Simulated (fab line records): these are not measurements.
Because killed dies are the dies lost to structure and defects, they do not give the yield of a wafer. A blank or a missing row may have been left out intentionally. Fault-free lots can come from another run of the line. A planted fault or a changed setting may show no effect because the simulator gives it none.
8D (eight disciplines) problem report, filled in by code ; flow n5 finfet ; the parts of the form that need people (team, actions taken, sign-off) are left out

== 1. WHAT WENT WRONG ==
At N5_FIN_SAQP_ETCH_64, oes product au averages 1.200 a.u. over 3 wafers from 2 lots, while fault-free wafers read 0.995 a.u., standard deviation 0.016. That puts it +13 standard deviations away from the usual mean.
The step: etches SiO2 in CF4, target depth 1.5 nm.
First seen on wafer L739.3, day 4 07:53, on rie si-06. The record has a number at this step for 36 wafers belonging to 12 lots. By rule, "out" or "out of limits" means more than 4 standard deviations away from the usual mean. The rest of the wafers with a number are treated as sound.

== 2. WHAT IT IS, WHAT IT ISN'T ==
question;is;is not
which readings at this step;oes product au;drypump motor current A, throttle valve pct
which lots;L739, L744;L730, L731, L736, L742, L746, L747, L748, L750, L751, L753
which wafers of those lots;L739.3, L739.6, L744.3;L739.4, L744.2, L744.4
read on which tools;rie si-06;rie si-01, rie si-04
when;from day 4 07:53;"up to then (10 sound wafers); but 23 sound wafers of L742, L744, L746, L747, L748, L750, L751, L753 came after"

== 3. SUSPECTS, AND WHAT RULES EACH OUT ==
Counting: any tool at a process step up to the reading remains a suspect provided it ran every lot that is out. Sound lots after the first of them don't rule it out here, since some wafers of a struck lot are sound.
- rie si-01 at N5_FIN_SAQP_MANDREL_ETCH_58 (etches a-Si in HBr/Cl2, stops on SiNx, target depth 45 nm, bt time 10 s, time 27 s): kept. Every lot that is out went through it, the first being L739 (day 4 06:00); the last sound lot it ran before that was L731 (day 2 09:10).
- vapor etch-01 at N5_FIN_SAQP_RECESS_63 (chemistry HF/NH3, target SiO2, target depth 18 nm, afs cycles 3, sublimation time 60 s): kept. Every lot that is out went through it, the first being L739 (day 4 06:12); the last sound lot it ran before that was L731 (day 2 09:14).
- rie si-06 at N5_FIN_SAQP_ETCH_64 (etches SiO2 in CF4, target depth 1.5 nm): kept. Every lot that is out went through it, the first being L739 (day 4 07:53); the last sound lot it ran before that was L736 (day 3 14:34). On those wafers its own readings are out: oes product au.
Left after counting: rie si-01 at N5_FIN_SAQP_MANDREL_ETCH_58, vapor etch-01 at N5_FIN_SAQP_RECESS_63, rie si-06 at N5_FIN_SAQP_ETCH_64.

== 4. THE CAUSE (what the simulator had put in) ==
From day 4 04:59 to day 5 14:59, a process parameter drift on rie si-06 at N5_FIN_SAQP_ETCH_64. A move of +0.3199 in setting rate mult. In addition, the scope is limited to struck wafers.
3 suspects survive the count, and this tool is in that group.

== 5. SEQUENCE OF EFFECTS, ordered by route ==
Each row: a reading whose mean over the struck wafers that have a number lies more than 3 standard deviations from the usual. Readings are gone through only where the record gives a usual standard deviation; hours: the median, over the lots, of the time from a lot's start at the first step in this table giving one to that lot's start at this step; sigmas: the change measured in usual standard deviations.
hours;step;reading;usual;on struck wafers;change;sigmas
0;N5_FIN_SAQP_ETCH_64;oes product au;0.995 a.u.;1.200;+0.205;+13
Here are the process steps it includes:
- N5_FIN_SAQP_ETCH_64: etches SiO2 in CF4, target depth 1.5 nm.
At these later measuring or inspecting steps, every struck wafer for which the step has a row has a number for every such reading, and none has moved that far: N5_FIN_SAQP_INSPECT_40.

== 6. WHAT WOULD HAVE CAUGHT IT SOONER ==
3 hours passed between the start of the fault at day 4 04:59 and the first reading out of limits in this record, taken at day 4 07:53.
